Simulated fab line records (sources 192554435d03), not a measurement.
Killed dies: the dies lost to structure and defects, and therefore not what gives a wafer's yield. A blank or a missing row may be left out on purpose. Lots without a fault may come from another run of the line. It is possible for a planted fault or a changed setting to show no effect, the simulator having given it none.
fab line records | flow n5Finfet
record: lots: 24 wafers: 72 lastDay: 18
route steps=1938 shown BEOL_M0_CUTY@711 BEOL_M0@730 BEOL_M1@751
lots untouched by any fault: they come from a run of this same line in which no faults occurred
startH: hours from the record's opening day to when the first of the lot's shown wafers began | waitH: hours since the lot's step before | " identical to the entry in the row above | L1.1+2: a row that stands for several wafers | - no value, or no start given | * or withheld: withheld | < > ~ a bound
route shown NAME@n: names a module that has steps shown in the file, with the first one's number in the route | usual: mean/standard deviation of fault-free wafers | same: alike in all rows | chamber/n: place in a boat | sites: each site's reading | _std_site: the standard deviation of these | _edge_site: outer sites' mean less inner sites' | radiusMm: how far each site lies from the wafer's centre | mask NAME#n: copy n | behind: tool/chamber where the wafer was last shaped | hold: cause of the lot's hold/its duration in hours/its outcome | device: the n, p or np transistor that did not switch | end of line: the tests these same wafers got at the end of their route | a step given without rows: its recipe and nothing more | killed: the dies lost at the first sort to structure and to defects; this is not the yield of the wafer | map: a wafer's dies, x killed, . not, _ none there
set.NAME: the setting the step ran with; set.NAME@STEP: the setting that earlier step ran with | model.NAME: the simulator's own value behind a step, which no gauge read
route steps across a sampled set of lots; one table per step, one row per wafer
services: when a tool's chamber went out of use (startH, in hours from the record's first day, below 0 if earlier), for how many hours, and the reason
== steps ==
step: N5_BEOL_M0_CUTY_DESCUM_61
recipe: chemistry: O2 timeS: 7.9 sourcePowerW: 50 biasPowerW: 20 pressureMtorr: 20 rfFrequencyHz: 2.712e+07 tempC: 40 resist: CAR-ArF-block o2FlowSccm: 225
usual: drypumpMotorCurrentA: 5.6/0.49 oesProductAu: 0.80/0.098 rfVppV: 243.0/1.3 showerheadPlenumPTorr: 2.09/0.065 throttleValvePct: 20.43/0.26
columns lot.wafer tool chamber startH waitH drypumpMotorCurrentA oesProductAu rfHoursCounterH rfVppV showerheadPlenumPTorr throttleValvePct
L074.2 rieDiel-04 3 114.55 0.0 6.1 0.70 238 243.6 2.07 20.50
L074.3 " 0 " " 5.0 0.70 232 242.9 2.05 20.49
L074.4 " 1 " " 6.0 0.75 171 244.1 2.17 20.78
L075.1 rieDiel-03 2 122.36 0.0 5.9 0.72 198 242.8 2.09 20.48
L075.4 " 3 " " 5.2 0.76 123 245.0 2.17 20.24
L075.6 " 2 " " 5.9 0.72 - 244.6 2.09 20.47
L076.2 rieDiel-02 0 126.97 0.4 5.1 0.71 199 244.1 1.98 20.81
L076.3 " 3 " " 5.3 0.95 10 245.5 2.24 20.26
L076.5 " 3 " " 5.3 0.96 - 244.9 2.24 20.27
L077.2 rieDiel-02 3 129.29 0.0 5.3 0.97 10 246.2 2.24 20.27
L077.4 " 2 " " 5.1 0.87 40 242.2 2.05 20.28
L077.5 " 2 " " 5.1 0.87 - 240.8 2.05 20.29
L078.2 rieDiel-04 2 137.15 0.3 5.1 0.70 249 242.6 2.07 20.62
L078.5 " 3 " " 6.2 0.68 - 243.1 2.06 20.52
L078.6 " 0 " " 4.9 0.68 - 243.4 2.04 20.49
L079.2 rieDiel-02 0 144.21 0.0 5.1 0.71 204 240.6 1.98 20.79
L079.4 " 3 " " 5.3 0.95 15 244.4 2.24 20.27
L079.6 " 2 " " 5.1 0.86 - 242.7 2.05 20.29
L080.4 rieDiel-02 0 153.22 0.1 5.1 0.72 207 241.8 1.97 20.80
L080.5 " 1 " " 6.4 0.69 - 242.2 2.06 20.11
L080.6 " 2 " " 5.1 0.86 - 242.6 2.05 20.31
L081.3 rieDiel-03 2 156.96 0.0 5.9 0.70 211 242.7 2.08 20.50
L081.5 " 1 " " 5.3 0.83 - 242.8 2.06 20.26
L081.6 " 0 " " 6.1 0.90 - 243.6 2.06 20.71
L082.1 rieDiel-04 0 160.40 0.0 4.9 0.68 250 242.5 2.04 20.52
L082.2 " 3 " " 6.2 0.69 256 242.0 2.06 20.55
L082.3 " 1 " " 6.0 0.74 189 244.5 2.17 20.81
L083.1 rieDiel-03 2 166.98 0.2 5.9 0.70 216 242.1 2.08 20.49
L083.3 " 1 " " 5.3 0.83 68 244.2 2.06 20.28
L083.4 " 1 " " 5.3 0.83 - 241.6 2.06 20.27
L084.3 rieDiel-04 0 176.83 0.0 5.0 0.68 257 242.9 2.04 20.54
L084.4 " 1 " " 6.0 0.73 - 244.6 2.16 20.83
L084.6 " 0 " " 5.0 0.68 - 241.9 2.04 20.53
L085.2 rieDiel-04 2 178.12 0.1 5.1 0.96 6 242.5 2.07 20.31
L085.4 " 3 " " 6.2 0.95 - 242.8 2.06 20.08
L085.6 " 1 " " 6.0 0.73 - 244.4 2.16 20.85
L086.1 rieDiel-03 2 189.52 0.0 5.9 0.69 227 243.8 2.08 20.53
L086.2 " 3 " " 5.2 0.73 152 243.9 2.16 20.30
L086.4 " 3 " " 5.1 0.73 - 244.3 2.16 20.27
L087.1 rieDiel-03 2 192.94 0.4 5.9 0.70 228 243.1 2.08 20.51
L087.3 " 3 " " 5.1 0.74 154 244.9 2.16 20.31
L087.6 " 2 " " 5.8 0.70 - 241.3 2.08 20.52
L088.2 rieDiel-03 2 198.54 0.3 5.8 0.69 231 243.1 2.08 20.52
L088.3 " 3 " " 5.2 0.74 156 244.4 2.16 20.31
L088.6 " 1 " " 5.3 0.80 - 241.4 2.05 20.32
L089.1 rieDiel-03 3 206.05 0.0 5.2 0.72 159 242.8 2.16 20.32
L089.2 " 0 " " 6.1 0.88 33 241.7 2.06 20.72
L089.3 " 2 " " 5.9 0.69 234 242.9 2.08 20.53
L090.1 rieDiel-03 0 212.34 0.0 6.1 0.88 37 241.5 2.06 20.74
L090.2 " 3 " " 5.2 0.72 163 244.2 2.15 20.30
L090.3 " 2 " " 5.9 0.69 237 241.8 2.07 20.53
L091.1 rieDiel-02 2 213.99 0.0 5.1 0.83 73 242.2 2.04 20.33
L091.2 " 3 " " 5.3 0.91 43 244.4 2.23 20.30
L091.6 " 0 " " 5.1 0.71 - 242.4 1.97 20.85
L092.4 rieDiel-04 0 216.93 0.0 5.0 0.96 4 243.1 2.04 20.19
L092.5 " 2 " " 5.1 0.91 - 242.6 2.06 20.32
L092.6 " 1 " " 6.0 0.72 - 245.0 2.16 20.85
L093.1 rieDiel-02 2 224.55 0.0 5.1 0.82 77 242.8 2.04 20.34
L093.5 " 2 " " 5.1 0.83 - 242.6 2.04 20.35
L093.6 " 3 " " 5.3 0.89 - 244.5 2.22 20.30
L094.3 rieDiel-04 3 241.47 0.5 6.2 0.89 24 244.0 2.05 20.10
L094.4 " 0 " " 5.0 0.92 12 242.3 2.03 20.20
L094.6 " 1 " " 6.0 0.71 - 243.1 2.15 20.87
L095.2 rieDiel-04 3 245.49 0.0 6.2 0.89 25 244.3 2.05 20.11
L095.3 " 1 " " 6.0 0.72 226 243.9 2.15 20.87
L095.6 " 3 " " 6.2 0.88 - 243.3 2.05 20.12
L096.1 rieDiel-02 2 247.04 0.1 5.1 0.81 85 242.1 2.04 20.35
L096.4 " 1 " " 6.4 0.93 23 242.4 2.05 19.83
L096.6 " 2 " " 5.1 0.81 - 243.0 2.04 20.35
L097.1 rieDiel-04 1 252.15 0.0 6.0 0.70 229 244.8 2.15 20.89
L097.2 " 2 " " 5.1 0.89 39 241.6 2.06 20.35
L097.4 " 2 " " 5.1 0.89 - 243.4 2.06 20.34
step: N5_BEOL_M0_CUTY_ETCH_63
recipe: chemistry: N2/H2 target: SOC targetDepthA: 827 overetchA: 165 maskMaterial: SiARC tempC: 40 ionEnergyEv: 200 timeS: 124 pressureMtorr: 30 sourceW: 840 biasW: 150 n2FlowSccm: 200 h2FlowSccm: 200
usual: drypumpMotorCurrentA: 5.6/0.49 n2FlowSccm: 200.0/0.57 oesProductAu: 0.65/0.075 rfVppV: 523.5/2.3 showerheadPlenumPTorr: 2.53/0.08 throttleValvePct: 17.8/0.31
columns lot.wafer tool chamber startH waitH drypumpMotorCurrentA n2FlowSccm oesProductAu rfHoursCounterH rfVppV showerheadPlenumPTorr throttleValvePct
L074.2 rieDiel-04 3 114.63 0.0 6.2 199.4 0.58 238 522.1 2.51 17.8
L074.3 " 0 " " 5.0 199.5 0.58 232 522.9 2.54 18.3
L074.4 " 1 " " 6.0 200.3 0.62 171 527.2 2.64 18.2
L075.1 rieDiel-03 2 122.44 0.0 5.8 201.2 0.59 198 523.9 2.53 17.9
L075.4 " 3 " " 5.2 199.0 0.63 123 527.5 2.67 17.9
L075.6 " 2 " " 5.8 201.1 0.59 - 522.5 2.53 17.9
L076.2 rieDiel-02 0 127.05 0.0 5.1 200.2 0.60 199 520.5 2.41 18.1
L076.3 " 3 " " 5.3 199.3 0.78 10 529.6 2.70 17.4
L076.5 " 3 " " 5.3 199.5 0.79 - 527.3 2.70 17.4
L077.2 rieDiel-02 3 129.37 0.0 5.3 199.3 0.79 10 527.8 2.70 17.4
L077.4 " 2 " " 5.1 198.4 0.71 40 521.5 2.50 17.7
L077.5 " 2 " " 5.1 199.6 0.72 - 521.8 2.50 17.7
L078.2 rieDiel-04 2 137.24 0.0 5.1 200.0 0.58 249 522.4 2.50 18.0
L078.5 " 3 " " 6.2 199.2 0.58 - 522.5 2.51 17.8
L078.6 " 0 " " 4.9 199.2 0.58 - 523.8 2.53 18.3
L079.2 rieDiel-02 0 144.30 0.0 5.1 199.4 0.60 204 520.7 2.41 18.2
L079.4 " 3 " " 5.3 200.0 0.76 15 528.6 2.70 17.4
L079.6 " 2 " " 5.1 199.3 0.70 - 521.7 2.49 17.7
L080.4 rieDiel-02 0 153.30 0.0 5.1 200.7 0.59 207 519.6 2.41 18.1
L080.5 " 1 " " 6.4 201.1 0.57 - 522.9 2.50 17.5
L080.6 " 2 " " 5.1 200.0 0.70 - 522.1 2.49 17.8
L081.3 rieDiel-03 2 157.04 0.0 5.8 199.6 0.59 211 522.8 2.52 17.9
L081.5 " 1 " " 5.3 199.7 0.70 - 520.9 2.47 17.4
L081.6 " 0 " " 6.1 200.1 0.73 - 523.1 2.49 18.0
L082.1 rieDiel-04 0 160.48 0.0 5.0 199.0 0.56 250 522.4 2.53 18.3
L082.2 " 3 " " 6.2 200.2 0.57 257 522.6 2.50 17.8
L082.3 " 1 " " 6.0 200.2 0.61 189 526.1 2.63 18.2
L083.1 rieDiel-03 2 167.06 0.0 5.8 200.6 0.59 216 523.8 2.52 17.9
L083.3 " 1 " " 5.3 201.1 0.69 68 522.4 2.46 17.4
L083.4 " 1 " " 5.3 199.8 0.69 - 521.1 2.46 17.4
L084.3 rieDiel-04 0 176.91 0.0 4.9 199.6 0.56 257 520.6 2.53 18.3
L084.4 " 1 " " 6.0 199.8 0.60 - 525.9 2.62 18.2
L084.6 " 0 " " 5.0 199.8 0.57 - 522.7 2.53 18.3
L085.2 rieDiel-04 2 178.20 0.0 5.1 200.0 0.78 6 522.4 2.50 17.6
L085.4 " 3 " " 6.2 200.3 0.80 - 523.4 2.50 17.4
L085.6 " 1 " " 6.0 200.5 0.61 - 526.0 2.62 18.2
L086.1 rieDiel-03 2 189.60 0.0 5.9 200.0 0.58 227 522.9 2.51 18.0
L086.2 " 3 " " 5.2 200.1 0.61 152 526.8 2.66 17.9
L086.4 " 3 " " 5.2 200.0 0.61 - 526.0 2.66 17.9
L087.1 rieDiel-03 2 193.02 0.0 5.9 200.1 0.58 228 522.5 2.51 18.0
L087.3 " 3 " " 5.1 200.2 0.61 154 526.4 2.66 17.9
L087.6 " 2 " " 5.9 200.1 0.58 - 522.0 2.51 18.0
L088.2 rieDiel-03 2 198.63 0.0 5.9 201.3 0.58 231 524.6 2.51 18.0
L088.3 " 3 " " 5.2 200.5 0.60 156 527.8 2.66 17.9
L088.6 " 1 " " 5.3 199.6 0.67 - 522.1 2.46 17.5
L089.1 rieDiel-03 3 206.13 0.0 5.2 199.7 0.60 159 526.4 2.66 17.9
L089.2 " 0 " " 6.1 200.1 0.71 33 521.2 2.49 18.0
L089.3 " 2 " " 5.9 200.0 0.57 234 522.2 2.51 18.0
L090.1 rieDiel-03 0 212.42 0.0 6.1 200.0 0.71 37 522.5 2.49 18.0
L090.2 " 3 " " 5.2 200.1 0.60 163 525.8 2.66 17.9
L090.3 " 2 " " 5.9 199.3 0.57 237 522.7 2.51 18.0
L091.1 rieDiel-02 2 214.07 0.0 5.1 199.8 0.67 73 523.2 2.48 17.8
L091.2 " 3 " " 5.3 199.3 0.73 43 528.3 2.68 17.5
L091.6 " 0 " " 5.1 201.0 0.57 - 519.9 2.40 18.2
L092.4 rieDiel-04 0 217.01 0.0 5.0 200.8 0.77 4 523.7 2.52 17.9
L092.5 " 2 " " 5.1 200.2 0.73 - 522.5 2.49 17.6
L092.6 " 1 " " 6.0 199.8 0.59 - 526.4 2.62 18.2
L093.1 rieDiel-02 2 224.63 0.0 5.1 200.5 0.68 77 521.3 2.48 17.8
L093.5 " 2 " " 5.1 199.4 0.67 - 522.7 2.48 17.8
L093.6 " 3 " " 5.3 199.8 0.72 - 528.9 2.68 17.5
L094.3 rieDiel-04 3 241.55 0.0 6.2 200.0 0.73 24 521.6 2.49 17.4
L094.4 " 0 " " 5.0 199.7 0.74 12 522.0 2.52 17.9
L094.6 " 1 " " 6.0 199.1 0.59 - 524.7 2.61 18.2
L095.2 rieDiel-04 3 245.57 0.0 6.2 199.4 0.72 25 522.9 2.49 17.4
L095.3 " 1 " " 6.0 200.4 0.59 226 525.3 2.61 18.3
L095.6 " 3 " " 6.2 199.9 0.73 - 521.6 2.49 17.4
L096.1 rieDiel-02 2 247.12 0.0 5.1 199.5 0.67 85 521.5 2.48 17.8
L096.4 " 1 " " 6.4 199.0 0.74 23 523.1 2.49 17.2
L096.6 " 2 " " 5.1 200.0 0.67 - 521.4 2.48 17.8
L097.1 rieDiel-04 1 252.23 0.0 6.0 200.2 0.58 229 524.6 2.61 18.3
L097.2 " 2 " " 5.1 200.0 0.71 39 522.3 2.49 17.6
L097.4 " 2 " " 5.1 200.5 0.71 - 522.4 2.49 17.6
step: N5_BEOL_M0_PRE_CLEAN_113
recipe: gas: H2/He timeS: 30 tempC: 250
usual: heaterPowerW: 325/44
columns lot.wafer tool chamber startH waitH heaterPowerW
L074.2 pvdSputter-03 - 116.39 0.0 417
L074.3 " - " " 288
L074.4 " - " " 346
L075.1 pvdSputter-03 - 126.78 0.0 422
L075.4 " - " " 356
L075.6 " - " " 358
L077.2 pvdSputter-01 - 131.33 0.0 309
L077.4 " - " " 302
L077.5 " - " " 315
L076.2 pvdSputter-03 - 131.82 0.0 289
L076.3 " - " " 348
L076.5 " - " " 416
L078.2 pvdSputter-01 - 139.50 0.0 309
L078.5 " - " " 267
L078.6 " - " " 317
L079.2 pvdSputter-02 - 146.91 0.0 275
L079.4 " - " " 368
L079.6 " - " " 370
L080.4 pvdSputter-01 - 157.69 0.0 303
L080.5 " - " " 298
L080.6 " - " " 311
L081.3 pvdSputter-01 - 160.47 0.0 269
L081.5 " - " " 298
L081.6 " - " " 295
L082.1 pvdSputter-02 - 162.72 0.0 277
L082.2 " - " " 372
L082.3 " - " " 365
L083.1 pvdSputter-03 - 171.53 0.0 360
L083.3 " - " " 282
L083.4 " - " " 355
L084.3 pvdSputter-01 - 179.36 0.0 318
L084.4 " - " " 305
L084.6 " - " " 293
L085.2 pvdSputter-03 - 183.86 0.0 276
L085.4 " - " " 414
L085.6 " - " " 418
L086.1 pvdSputter-02 - 191.84 0.0 351
L086.2 " - " " 361
L086.4 " - " " 375
L087.1 pvdSputter-02 - 195.76 0.0 357
L087.3 " - " " 369
L087.6 " - " " 368
L088.2 pvdSputter-01 - 201.62 0.0 300
L088.3 " - " " 268
L088.6 " - " " 267
L089.1 pvdSputter-02 - 208.50 0.0 374
L089.2 " - " " 367
L089.3 " - " " 273
L090.1 pvdSputter-01 - 214.63 0.0 311
L090.2 " - " " 269
L090.3 " - " " 304
L092.4 pvdSputter-01 - 219.67 0.0 321
L092.5 " - " " 289
L092.6 " - " " 305
L091.1 pvdSputter-02 - 220.38 0.0 367
L091.2 " - " " 370
L091.6 " - " " 369
L093.1 pvdSputter-01 - 226.43 0.0 282
L093.5 " - " " 315
L093.6 " - " " 294
L094.3 pvdSputter-01 - 243.77 0.0 300
L094.4 " - " " 295
L094.6 " - " " 311
L095.2 pvdSputter-03 - 247.66 0.0 285
L095.3 " - " " 425
L095.6 " - " " 346
L096.1 pvdSputter-01 - 252.32 0.0 304
L096.4 " - " " 300
L096.6 " - " " 270
L097.1 pvdSputter-03 - 256.96 0.0 359
L097.2 " - " " 285
L097.4 " - " " 422
step: N5_BEOL_M0_SPUTTER_116
recipe: material: Cu targetThkA: 40 tempC: -20 chamberPressurePa: 0.07 powerW: withheld timeS: 7.37
usual: throttleValvePct: 30.3/1
columns lot.wafer tool chamber startH waitH throttleValvePct
L074.2 pvdSputter-02 - 117.01 0.1 32.0
L074.3 " - " " 30.1
L074.4 " - " " 30.4
L075.1 pvdSputter-01 - 127.85 0.4 31.7
L075.4 " - " " 28.5
L075.6 " - " " 29.8
L077.2 pvdSputter-02 - 131.90 0.1 30.0
L077.4 " - " " 30.6
L077.5 " - " " 30.0
L076.2 pvdSputter-01 - 133.74 1.1 29.9
L076.3 " - " " 31.1
L076.5 " - " " 28.4
L078.2 pvdSputter-01 - 140.34 0.1 29.8
L078.5 " - " " 28.6
L078.6 " - " " 29.6
L079.2 pvdSputter-02 - 149.17 0.1 30.0
L079.4 " - " " 30.3
L079.6 " - " " 29.6
L080.4 pvdSputter-01 - 158.49 0.3 29.7
L080.5 " - " " 30.1
L080.6 " - " " 30.9
L081.3 pvdSputter-03 - 161.39 0.1 29.4
L081.5 " - " " 29.4
L081.6 " - " " 30.6
L082.1 pvdSputter-03 - 163.79 0.2 30.7
L082.2 " - " " 29.1
L082.3 " - " " 30.9
L083.1 pvdSputter-03 - 173.89 1.7 29.2
L083.3 " - " " 30.8
L083.4 " - " " 29.5
L084.3 pvdSputter-01 - 180.36 0.3 31.5
L084.4 " - " " 31.7
L084.6 " - " " 29.8
L085.2 pvdSputter-02 - 185.38 1.1 29.9
L085.4 " - " " 30.1
L085.6 " - " " 30.0
L086.1 pvdSputter-01 - 192.54 0.1 28.5
L086.2 " - " " 30.0
L086.4 " - " " 31.6
L087.1 pvdSputter-03 - 196.59 0.2 30.5
L087.3 " - " " 30.9
L087.6 " - " " 30.7
L088.2 pvdSputter-01 - 202.14 0.1 32.0
L088.3 " - " " 31.3
L088.6 " - " " 31.2
L089.1 pvdSputter-03 - 209.31 0.3 30.8
L089.2 " - " " 30.7
L089.3 " - " " 29.3
L090.1 pvdSputter-02 - 215.16 0.1 30.3
L090.2 " - " " 32.1
L090.3 " - " " 29.9
L092.4 pvdSputter-02 - 220.74 0.2 29.8
L092.5 " - " " 30.0
L092.6 " - " " 30.4
L091.1 pvdSputter-02 - 221.44 0.1 30.1
L091.2 " - " " 29.9
L091.6 " - " " 30.1
L093.1 pvdSputter-01 - 227.41 0.4 31.7
L093.5 " - " " 29.9
L093.6 " - " " 28.5
L094.3 pvdSputter-02 - 244.56 0.2 31.9
L094.4 " - " " 30.0
L094.6 " - " " 30.0
L095.2 pvdSputter-02 - 251.31 1.5 30.2
L095.3 " - " " 30.2
L095.6 " - " " 29.8
L096.1 pvdSputter-03 - 253.04 0.2 31.0
L096.4 " - " " 30.9
L096.6 " - " " 29.5
L097.1 pvdSputter-01 - 257.81 0.1 31.6
L097.2 " - " " 31.0
L097.4 " - " " 29.8
step: N5_BEOL_M0_SPUTTER_132
recipe: material: Cu targetThkA: 40 tempC: -20 chamberPressurePa: 0.07 powerW: withheld timeS: 7.37
usual: throttleValvePct: 30.3/0.99
columns lot.wafer tool chamber startH waitH throttleValvePct
L074.2 pvdSputter-02 - 117.13 0.0 32.4
L074.3 " - " " 30.4
L074.4 " - " " 30.6
L075.1 pvdSputter-01 - 127.97 0.0 31.7
L075.4 " - " " 28.5
L075.6 " - " " 29.7
L077.2 pvdSputter-02 - 132.02 0.0 29.8
L077.4 " - " " 30.4
L077.5 " - " " 29.8
L076.2 pvdSputter-01 - 133.86 0.0 30.2
L076.3 " - " " 31.3
L076.5 " - " " 28.5
L078.2 pvdSputter-01 - 140.46 0.0 29.9
L078.5 " - " " 28.6
L078.6 " - " " 29.7
L079.2 pvdSputter-02 - 149.29 0.0 29.9
L079.4 " - " " 30.0
L079.6 " - " " 30.2
L080.4 pvdSputter-01 - 158.61 0.0 29.6
L080.5 " - " " 30.1
L080.6 " - " " 31.0
L081.3 pvdSputter-03 - 161.51 0.0 29.2
L081.5 " - " " 29.7
L081.6 " - " " 30.7
L082.1 pvdSputter-03 - 163.91 0.0 30.9
L082.2 " - " " 29.2
L082.3 " - " " 31.0
L083.1 pvdSputter-03 - 174.01 0.0 29.2
L083.3 " - " " 30.6
L083.4 " - " " 29.5
L084.3 pvdSputter-01 - 180.60 0.0 31.0
L084.4 " - " " 31.6
L084.6 " - " " 29.8
L085.2 pvdSputter-02 - 185.50 0.0 30.2
L085.4 " - " " 29.9
L085.6 " - " " 30.2
L086.1 pvdSputter-01 - 192.66 0.0 28.8
L086.2 " - " " 29.9
L086.4 " - " " 31.5
L087.1 pvdSputter-03 - 196.71 0.0 30.9
L087.3 " - " " 31.1
L087.6 " - " " 31.1
L088.2 pvdSputter-01 - 202.26 0.0 31.6
L088.3 " - " " 30.9
L088.6 " - " " 31.3
L089.1 pvdSputter-03 - 209.43 0.0 30.9
L089.2 " - " " 30.8
L089.3 " - " " 29.3
L090.1 pvdSputter-02 - 215.28 0.0 30.4
L090.2 " - " " 32.0
L090.3 " - " " 30.2
L092.4 pvdSputter-02 - 220.86 0.0 30.0
L092.5 " - " " 29.9
L092.6 " - " " 30.3
L091.1 pvdSputter-02 - 221.56 0.0 29.9
L091.2 " - " " 30.1
L091.6 " - " " 30.3
L093.1 pvdSputter-01 - 227.53 0.0 31.6
L093.5 " - " " 29.9
L093.6 " - " " 28.4
L094.3 pvdSputter-02 - 244.68 0.0 31.7
L094.4 " - " " 29.7
L094.6 " - " " 29.7
L095.2 pvdSputter-02 - 251.43 0.0 29.9
L095.3 " - " " 29.7
L095.6 " - " " 29.8
L096.1 pvdSputter-03 - 253.16 0.0 30.9
L096.4 " - " " 30.7
L096.6 " - " " 29.4
L097.1 pvdSputter-01 - 257.93 0.0 31.7
L097.2 " - " " 31.1
L097.4 " - " " 29.8
step: N5_BEOL_M1_ILD_DEP_00
recipe: material: SiOC targetThkA: 790 tempC: 350 precursor: DEMS/O2 pressureTorr: 5 rfW: 500 timeS: 15.3
usual: heaterPowerW: 455/47 showerheadPlenumPTorr: 5.703/0.013 throttleValvePct: 12.5/0.78
columns lot.wafer tool chamber startH waitH heaterPowerW showerheadPlenumPTorr throttleValvePct
L074.2 pecvd-01 1 118.57 0.0 441 5.693 13.2
L074.3 " 1 " " 422 5.708 13.2
L074.4 " 2 " " 435 5.709 13.5
L075.1 pecvd-02 2 129.37 0.0 450 5.693 11.9
L075.4 " 2 " " 446 5.690 12.1
L075.6 " 2 " " 452 5.684 12.1
L077.2 pecvd-02 2 133.43 0.0 477 5.681 11.7
L077.4 " 0 " " 435 5.692 13.3
L077.5 " 2 " " 476 5.677 11.8
L076.2 pecvd-01 0 135.46 0.0 535 5.714 11.6
L076.3 " 2 " " 387 5.696 13.5
L076.5 " 2 " " 396 5.712 13.3
L078.2 pecvd-02 0 141.84 0.0 465 5.693 13.4
L078.5 " 2 " " 429 5.688 12.0
L078.6 " 0 " " 472 5.701 13.3
L079.2 pecvd-02 2 150.64 0.0 455 5.707 11.9
L079.4 " 0 " " 475 5.703 13.5
L079.6 " 2 " " 454 5.676 11.9
L080.4 pecvd-01 2 160.06 0.1 376 5.688 13.5
L080.5 " 0 " " 504 5.728 12.0
L080.6 " 1 " " 456 5.732 13.5
L081.3 pecvd-02 0 162.86 0.0 457 5.707 13.3
L081.5 " 0 " " 455 5.702 13.2
L081.6 " 2 " " 485 5.681 12.0
L082.1 pecvd-01 1 165.26 0.0 435 5.691 13.2
L082.2 " 0 " " 472 5.719 11.4
L082.3 " 2 " " 409 5.709 13.5
L083.1 pecvd-01 2 175.46 0.0 417 5.697 13.3
L083.3 " 1 " " 409 5.708 13.2
L083.4 " 0 " " 559 5.709 11.6
L084.3 pecvd-01 1 182.27 0.0 454 5.709 13.3
L084.4 " 2 " " 416 5.731 13.2
L084.6 " 1 " " 460 5.712 13.2
L085.2 pecvd-01 2 186.93 0.0 411 5.701 13.4
L085.4 " 1 " " 394 5.695 13.3
L085.6 " 0 " " 470 5.728 11.7
L086.1 pecvd-01 1 194.01 0.0 407 5.696 13.2
L086.2 " 0 " " 539 5.712 11.8
L086.4 " 1 " " 407 5.707 13.2
L087.1 pecvd-02 1 198.07 0.0 504 5.701 11.8
L087.3 " 2 " " 499 5.708 11.8
L087.6 " 1 " " 482 5.710 11.8
L088.2 pecvd-01 2 203.68 0.0 372 5.705 13.3
L088.3 " 0 " " 553 5.717 11.6
L088.6 " 0 " " 559 5.713 11.6
L089.1 pecvd-01 1 210.78 0.0 475 5.703 13.3
L089.2 " 2 " " 387 5.700 13.5
L089.3 " 1 " " 482 5.709 13.3
L090.1 pecvd-01 1 216.63 0.0 426 5.708 13.1
L090.2 " 0 " " 473 5.713 11.8
L090.3 " 2 " " 381 5.714 13.4
L092.4 pecvd-02 0 222.24 0.1 480 5.695 13.7
L092.5 " 1 " " 430 5.700 12.0
L092.6 " 2 " " 450 5.705 11.9
L091.1 pecvd-02 0 222.94 0.0 471 5.713 13.4
L091.2 " 1 " " 453 5.699 11.7
L091.6 " 2 " " 409 5.685 11.9
L093.1 pecvd-01 1 229.47 0.0 426 5.721 13.1
L093.5 " 0 " " 563 5.718 11.7
L093.6 " 1 " " 438 5.716 13.1
L094.3 pecvd-04 0 246.06 0.0 508 5.691 11.6
L094.4 " 1 " " 498 5.677 11.4
L094.6 " 0 " " 496 5.680 11.6
L095.2 pecvd-02 0 253.25 0.0 419 5.697 13.4
L095.3 " 1 " " 452 5.713 11.8
L095.6 " 0 " " 422 5.693 13.2
L096.1 pecvd-02 2 254.81 0.0 454 5.681 12.1
L096.4 " 1 " " 443 5.702 11.8
L096.6 " 0 " " 426 5.692 13.4
L097.1 pecvd-01 2 259.52 0.0 432 5.698 11.4
L097.2 " 0 " " 548 5.704 11.7
L097.4 " 1 " " 426 5.710 13.4
== services ==
columns tool chamber startH hours kind
pvdSputter-02 - 92.63 0.5 repair
pvdSputter-01 - 98.12 1.5 repair
pecvd-01 0 98.32 30.1 repair
pecvd-02 1 105.49 26.6 repair
pecvd-02 2 120.62 4.6 repair
pecvd-04 - 127.46 1.1 repair
rieDiel-03 1 129.58 13.2 repair
rieDiel-04 2 139.87 - clean
rieDiel-04 2 139.87 - consumableReplace:focusRing
rieDiel-04 2 139.87 23.9 scheduledDown
rieDiel-04 2 139.87 23.9 ventCycle
pecvd-04 1 141.84 5.4 repair
rieDiel-04 3 163.89 - clean
rieDiel-04 3 163.89 - consumableReplace:focusRing
rieDiel-04 3 163.89 13.6 scheduledDown
pecvd-04 0 176.00 2.2 repair
pecvd-01 - 180.37 0.9 repair
pecvd-01 2 190.80 4.7 repair
rieDiel-03 1 204.96 8.0 repair
pecvd-01 0 207.72 6.4 repair
rieDiel-03 0 222.41 3.9 repair
pecvd-02 - 233.00 0.7 repair
rieDiel-04 0 244.97 22.3 repair
pecvd-04 - 252.22 14.6 pm
== key ==
fault none
